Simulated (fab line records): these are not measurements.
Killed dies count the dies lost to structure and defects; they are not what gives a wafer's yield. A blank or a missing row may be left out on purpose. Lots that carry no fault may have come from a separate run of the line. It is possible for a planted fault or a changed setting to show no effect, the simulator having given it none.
Split-lot trial || flow n5Finfet || 21 wafers read from 7 lots, route of 1938 steps

== THE SPLIT ==
At N5_FIN_CUT_EXPOSE_05 (exposes mask FIN CUT), the setting doseMj was moved away from the recipe's 45.75 on 5 of the 21 wafers read, by +2.5% to +7.3%. This setting was run at the recipe's value on the other wafers.

== FROM THE SPLIT TO THE READING: what the file shows between them, 4 steps ==
- N5_FIN_CUT_PEB_06: peb time 60 s
- N5_FIN_CUT_DEVELOP_07: develop time 30 s
- N5_FIN_CUT_DESCUM_13: chemistry O2, time 7 s
- N5_FIN_CUT_ETCH_30: etches underlayer in N2/H2, target depth 13 nm, time 10.4 s

== THE READING ==
FIN_CUT.cdOffsetNm (the simulator's own value, which no gauge read), in nm, at N5_FIN_CUT_ETCH_20 (etches SiARC in CF4, target depth 26 nm, time 43.3 s). The file gives no usual value for it. Here, 16 wafers ran the recipe; their average is -0.1 nm with a standard deviation of 0.23 nm.

{"wafer": "L074.1", "tool, chamber at the split": "euvScanner-02, 0", "doseMj as run": 45.75, "against the recipe": "recipe", "FIN_CUT.cdOffsetNm, nm": 0, "against lot-mates on the recipe": "-"}
{"wafer": "L074.3", "tool, chamber at the split": "euvScanner-02, 0", "doseMj as run": 45.75, "against the recipe": "recipe", "FIN_CUT.cdOffsetNm, nm": 0, "against lot-mates on the recipe": "-"}
{"wafer": "L074.5", "tool, chamber at the split": "euvScanner-02, 0", "doseMj as run": 46.89, "against the recipe": "+2.5%", "FIN_CUT.cdOffsetNm, nm": 0.6, "against lot-mates on the recipe": "+0.6"}
{"wafer": "L077.1", "tool, chamber at the split": "euvScanner-02, 0", "doseMj as run": 45.75, "against the recipe": "recipe", "FIN_CUT.cdOffsetNm, nm": -0.4, "against lot-mates on the recipe": "-"}
{"wafer": "L077.3", "tool, chamber at the split": "euvScanner-02, 0", "doseMj as run": 45.75, "against the recipe": "recipe", "FIN_CUT.cdOffsetNm, nm": 0, "against lot-mates on the recipe": "-"}
{"wafer": "L077.6", "tool, chamber at the split": "euvScanner-02, 0", "doseMj as run": 45.75, "against the recipe": "recipe", "FIN_CUT.cdOffsetNm, nm": 0, "against lot-mates on the recipe": "-"}
{"wafer": "L079.1", "tool, chamber at the split": "euvScanner-02, 0", "doseMj as run": 45.75, "against the recipe": "recipe", "FIN_CUT.cdOffsetNm, nm": -0.2, "against lot-mates on the recipe": "-"}
{"wafer": "L079.3", "tool, chamber at the split": "euvScanner-02, 0", "doseMj as run": 45.75, "against the recipe": "recipe", "FIN_CUT.cdOffsetNm, nm": -0.4, "against lot-mates on the recipe": "-"}
{"wafer": "L079.6", "tool, chamber at the split": "euvScanner-02, 0", "doseMj as run": 45.75, "against the recipe": "recipe", "FIN_CUT.cdOffsetNm, nm": -0.2, "against lot-mates on the recipe": "-"}
{"wafer": "L083.1", "tool, chamber at the split": "euvScanner-02, 0", "doseMj as run": 45.75, "against the recipe": "recipe", "FIN_CUT.cdOffsetNm, nm": 0.2, "against lot-mates on the recipe": "-"}
{"wafer": "L083.5", "tool, chamber at the split": "euvScanner-02, 0", "doseMj as run": 49.11, "against the recipe": "+7.3%", "FIN_CUT.cdOffsetNm, nm": 1.2, "against lot-mates on the recipe": "+1.0"}
{"wafer": "L083.6", "tool, chamber at the split": "euvScanner-02, 0", "doseMj as run": 45.75, "against the recipe": "recipe", "FIN_CUT.cdOffsetNm, nm": 0.2, "against lot-mates on the recipe": "-"}
{"wafer": "L086.1", "tool, chamber at the split": "euvScanner-02, 0", "doseMj as run": 45.75, "against the recipe": "recipe", "FIN_CUT.cdOffsetNm, nm": -0.2, "against lot-mates on the recipe": "-"}
{"wafer": "L086.2", "tool, chamber at the split": "euvScanner-02, 0", "doseMj as run": 45.75, "against the recipe": "recipe", "FIN_CUT.cdOffsetNm, nm": 0.2, "against lot-mates on the recipe": "-"}
{"wafer": "L086.3", "tool, chamber at the split": "euvScanner-02, 0", "doseMj as run": 45.75, "against the recipe": "recipe", "FIN_CUT.cdOffsetNm, nm": 0.4, "against lot-mates on the recipe": "-"}
{"wafer": "L087.1", "tool, chamber at the split": "euvScanner-01, 0", "doseMj as run": 48.57, "against the recipe": "+6.2%", "FIN_CUT.cdOffsetNm, nm": 1, "against lot-mates on the recipe": "+1.4"}
{"wafer": "L087.5", "tool, chamber at the split": "euvScanner-01, 0", "doseMj as run": 48.57, "against the recipe": "+6.2%", "FIN_CUT.cdOffsetNm, nm": 0.8, "against lot-mates on the recipe": "+1.2"}
{"wafer": "L087.6", "tool, chamber at the split": "euvScanner-01, 0", "doseMj as run": 45.75, "against the recipe": "recipe", "FIN_CUT.cdOffsetNm, nm": -0.4, "against lot-mates on the recipe": "-"}
{"wafer": "L095.1", "tool, chamber at the split": "euvScanner-02, 0", "doseMj as run": 45.75, "against the recipe": "recipe", "FIN_CUT.cdOffsetNm, nm": 0, "against lot-mates on the recipe": "-"}
{"wafer": "L095.3", "tool, chamber at the split": "euvScanner-02, 0", "doseMj as run": 48.45, "against the recipe": "+5.9%", "FIN_CUT.cdOffsetNm, nm": 1, "against lot-mates on the recipe": "+1.0"}
{"wafer": "L095.4", "tool, chamber at the split": "euvScanner-02, 0", "doseMj as run": 45.75, "against the recipe": "recipe", "FIN_CUT.cdOffsetNm, nm": 0, "against lot-mates on the recipe": "-"}

FIT RESULTS
A straight line over all 21 wafers: FIN_CUT.cdOffsetNm changes by +0.167 nm for each +1% of doseMj; r = +0.89; the points scatter about the line by 0.22 nm.
The same after taking each lot's own level away (the mean of its wafers on the recipe; 21 wafers): +0.178 nm for each +1%; r = +0.94; scatter 0.17 nm.
The reading moves by 1.3 nm for the largest change in doseMj, on that fit.
Measured against the standard deviation above, the lots' own levels, which go from -0.40 to 0.20 nm, span 2.6 times it.
Consequently the slope shifts little with the lot-to-lot level, the two slopes agreeing.
Check: with one of the wafers moved furthest among these (+7.3%) left out of the fit, the line predicts +1.47 nm for it against its lot-mates. Against them it came out at +1 nm.

== FURTHER SPLITS ON THESE WAFERS ==
Note: prior to the reading, these wafers also went through further splits. Each is held against what the fit with the lots' levels taken away leaves over:
{"other split on the same wafers": "N5_FIN_SAQP_PECVD_06 timeS", "wafers away from the commonest value": 9, "r with FIN_CUT.cdOffsetNm (lot level and that fit taken away)": "+0.26"}
{"other split on the same wafers": "N5_FIN_SAQP_PEB_14 pebTimeS", "wafers away from the commonest value": 4, "r with FIN_CUT.cdOffsetNm (lot level and that fit taken away)": -0.27}
{"other split on the same wafers": "N5_FIN_CUT_COAT_19 spinRpm", "wafers away from the commonest value": 9, "r with FIN_CUT.cdOffsetNm (lot level and that fit taken away)": "+0.07"}

== THE WHOLE CHAIN: every reading that the file lists as answering this split, in the file's order ==
{"step": "N5_FIN_CUT_ETCH_30", "what it does": "etches underlayer in N2/H2, target depth 13 nm, time 10.4 s", "reading": "FIN_CUT.cdOffsetNm (the simulator's own value, which no gauge read)", "change (the file's fit)": "+0.184 nm for each +1% of the setting", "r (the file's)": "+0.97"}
{"step": "N5_FIN_CUT_ETCH_20", "what it does": "etches SiARC in CF4, target depth 26 nm, time 43.3 s", "reading": "FIN_CUT.cdOffsetNm (the simulator's own value, which no gauge read)", "change (the file's fit)": "+0.171 nm for each +1% of the setting", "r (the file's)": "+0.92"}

== FILE'S OWN FIT ==
FIN_CUT.cdOffsetNm changes by +0.171 nm for each +1% of doseMj, r = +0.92.
